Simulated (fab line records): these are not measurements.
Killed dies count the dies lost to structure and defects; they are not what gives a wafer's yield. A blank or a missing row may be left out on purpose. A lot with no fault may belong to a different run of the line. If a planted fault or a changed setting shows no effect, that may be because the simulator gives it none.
Chamber matching	flow n5Finfet	N5_BEOL_M9_ALD_74 on aldMetal-03: 4 sister chambers
The step deposits TaN, target thk 2 nm, pulse time 2 s, purge time 3 s. 4 wafers are shown with their chamber, then 10 later ones without.

EACH WAFER AND ITS CHAMBER
wafer	chamber	heaterPowerW (W)
L080.1	2	431
L085.4	3	420
L088.1	1	379
L088.2	0	383

WAFERS WHOSE CHAMBER IS MISSING
wafer	heaterPowerW (W)
L088.4	438
L091.1	431
L091.4	379
L091.5	387
L090.3	425
L090.5	429
L090.6	405
L093.2	383
L093.3	417
L093.4	380

WHICH CHAMBER EACH ONE RAN IN
wafer	from the rows above	in truth
L088.4	can't be placed: 2 or 3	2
L091.1	can't be placed: 2 or 3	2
L091.4	can't be placed: 1 or 0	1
L091.5	can't be placed: 0 or 1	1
L090.3	can't be placed: 3 or 2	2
L090.5	can't be placed: 2 or 3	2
L090.6	can't be placed: 3 or 0 or 1 or 2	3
L093.2	can't be placed: 0 or 1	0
L093.3	can't be placed: 3 or 2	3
L093.4	can't be placed: 1 or 0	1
Placed correctly: 0 of 10. Not placeable from these rows: 10 (in 10, the candidates include the true chamber). 0 placed wrongly.
How it was worked out, from the rows above alone: a wafer's distance from a chamber is the root of the sum, over the readings, of the square of ((its reading less the chamber's mean) divided by the reading's scatter). The wafer belongs to the nearest chamber; if the next one is less than 2 further off, it can't be placed. A chamber's mean is the mean of its shown wafers. The scatter (one wafer shown for each chamber): square how far every hidden wafer sits from the nearest shown wafer, average those squares and take the square root.
